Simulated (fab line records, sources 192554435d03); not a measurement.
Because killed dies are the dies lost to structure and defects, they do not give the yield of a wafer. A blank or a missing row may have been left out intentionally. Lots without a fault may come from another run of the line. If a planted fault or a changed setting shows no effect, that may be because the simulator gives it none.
The same fault as seen by 3 desks + flow n5-finfet + every desk sees just its own numbers, and what lay behind them comes last

## DESK OF THE TOOL OWNER: rie-diel-02
The tool's own readings at N5_BEOL_M6_VIA_ETCH_34 (etches SiCOH lowk in C4F6/O2, target depth 126.3 nm, time 50.9 s): means of the sampled wafers that have a number, for each lot that ran on this tool. Any lot whose mean is over 4 standard deviations away from the usual mean is out of limits and marked OUT; that distance is given in the brackets.
Columns: A = O2_flow_sccm at N5_BEOL_M6_VIA_ETCH_34, usual 10.01 sccm; B = drypump-motor-current-A at N5_BEOL_M6_VIA_ETCH_34, usual 5.5 A; C = oes-product-au at N5_BEOL_M6_VIA_ETCH_34, usual 0.78 a.u.; D = rf-vpp-V at N5_BEOL_M6_VIA_ETCH_34, usual 664 V; E = run-length-s at N5_BEOL_M6_VIA_ETCH_34, usual 74.1 s; F = showerhead-plenum-p-Torr at N5_BEOL_M6_VIA_ETCH_34, usual 2.89 Torr; G = throttle-valve-pct at N5_BEOL_M6_VIA_ETCH_34, usual 20.90 %
| lot  | first seen here | A     | B   | C    | D   | E              | F    | G     |
|------|-----------------|-------|-----|------|-----|----------------|------|-------|
| L371 | day 10 02:41    | 9.94  | 5.7 | 0.72 | 665 | 74.0           | 2.87 | 21.00 |
| L383 | day 13 12:46    | 10.03 | 5.9 | 0.71 | 658 | 82.5 (+26) OUT | 2.82 | 21.05 |
| L384 | day 13 14:23    | 10.04 | 5.4 | 0.75 | 668 | 90.5 (+50) OUT | 2.95 | 21.00 |
This desk's verdict: out of limits on L383, L384, starting with L383 at day 13 12:46 (run-length-s at N5_BEOL_M6_VIA_ETCH_34). In limits: L371.

## METROLOGY DESK
What the gauges read, lot by lot, whatever tool the lot ran on: means of the sampled wafers that have a number. Any lot whose mean is over 4 standard deviations away from the usual mean is out of limits and marked OUT; that distance is given in the brackets.
Columns: A = cd-nm at N5_BEOL_M6_CD_MEAS_28, usual 40.00 nm; B = V5_OVL at N5_BEOL_M6_OVL_MEAS_29, usual 0.8 nm
| lot  | first seen here | A     | B   |
|------|-----------------|-------|-----|
| L371 | day 10 02:08    | 39.96 | 1.3 |
| L378 | day 11 15:40    | 40.00 | 0.6 |
| L383 | day 13 12:07    | 39.97 | 0.6 |
| L384 | day 13 14:05    | 39.82 | 0.7 |
| L390 | day 13 22:12    | 40.02 | 0.7 |
| L389 | day 14 17:31    | 40.01 | 0.9 |
This desk's verdict: no lot among the 6 shows anything out of limits.

## THE DEFECT DESK
Per lot, the means of the sampled wafers with a number show what the inspections along the route counted. Any lot whose mean is over 4 standard deviations away from the usual mean is out of limits and marked OUT; that distance is given in the brackets.
Columns: A = raw-defect-count at N5_BEOL_M6_INSPECT_30, usual 414
| lot  | first seen here | A   |
|------|-----------------|-----|
| L371 | day 10 02:14    | 368 |
| L378 | day 11 15:46    | 335 |
| L383 | day 13 12:12    | 432 |
| L384 | day 13 14:10    | 481 |
| L390 | day 13 22:17    | 475 |
| L389 | day 14 17:36    | 419 |
This desk's verdict: no lot among the 6 shows anything out of limits.

## PUT TOGETHER
The tool owner's desk had the chance to raise an alarm at day 13 12:46 on L383, L384.
From the metrology desk's view, nothing was out of limits.
Nothing out of limits was seen by the defect desk.
The metrology desk holds a record of L383, L384, inside its limits.
The defect desk has L383, L384 on record, within its limits.
All the named lots went through N5_BEOL_M6_VIA_ETCH_34 on rie-diel-02.

## WHAT THE SIMULATOR PUT IN
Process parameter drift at N5_BEOL_M6_VIA_ETCH_34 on rie-diel-02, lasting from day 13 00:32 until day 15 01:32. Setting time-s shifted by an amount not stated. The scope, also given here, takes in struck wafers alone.
Shown lots that were struck: L383, L384.
Hours from the fault's start to each desk's first reading out of limits: the tool owner's desk, 12.
